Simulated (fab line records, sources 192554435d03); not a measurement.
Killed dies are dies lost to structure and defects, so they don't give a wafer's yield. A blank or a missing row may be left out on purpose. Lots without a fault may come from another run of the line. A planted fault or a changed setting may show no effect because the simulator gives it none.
Chamber matching | flow n5_finfet | N5_MOL_CONTACT_COAG_CMP_28 on cmp-04: 4 sister chambers
The step polishes, stops on SiNx, t overpolish 0.85 s, target thk 14.522 nm. 4 wafers are shown with their chamber, then 11 later ones without.

WAFERS WITH THEIR CHAMBER
wafer  | chamber | motor_current_A (A)
L091.2 | 0       | 11.8
L092.1 | 2       | 13.0
L092.6 | 1       | 12.0
L093.3 | 3       | 13.4

WAFERS WITHOUT THEIR CHAMBER
wafer  | motor_current_A (A)
L093.4 | 11.4
L093.6 | 12.5
L094.1 | 12.3
L094.2 | 11.6
L094.6 | 12.9
L095.1 | 11.7
L095.2 | 12.1
L095.4 | 11.7
L097.1 | 12.3
L097.2 | 13.4
L097.5 | 13.3

WHICH CHAMBER EACH WENT THROUGH
wafer  | from the rows above               | in truth
L093.4 | can't be placed: 0 or 1           | 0
L093.6 | can't be placed: 1 or 2 or 0 or 3 | 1
L094.1 | can't be placed: 1 or 0 or 2      | 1
L094.2 | can't be placed: 0 or 1           | 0
L094.6 | can't be placed: 2 or 3           | 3
L095.1 | can't be placed: 0 or 1           | 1
L095.2 | can't be placed: 1 or 0           | 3
L095.4 | can't be placed: 0 or 1           | 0
L097.1 | can't be placed: 1 or 0 or 2      | 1
L097.2 | can't be placed: 3 or 2           | 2
L097.5 | can't be placed: 3 or 2           | 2
Placed correctly: 0 of 11. Can't be placed from these rows: 11 (the true chamber is among the candidates in 10). Placed wrongly: 0.
How it was worked out, from the rows above alone: a wafer's distance from a chamber is the root of the sum, over the readings, of the square of ((its reading less the chamber's mean) divided by the reading's scatter). The wafer belongs to the nearest chamber; if the next one is less than 2 further off, it can't be placed. A chamber's mean is the mean of its shown wafers. The scatter: with one shown wafer a chamber, the root of the mean of the squares of how far each hidden wafer lies from its nearest shown one.
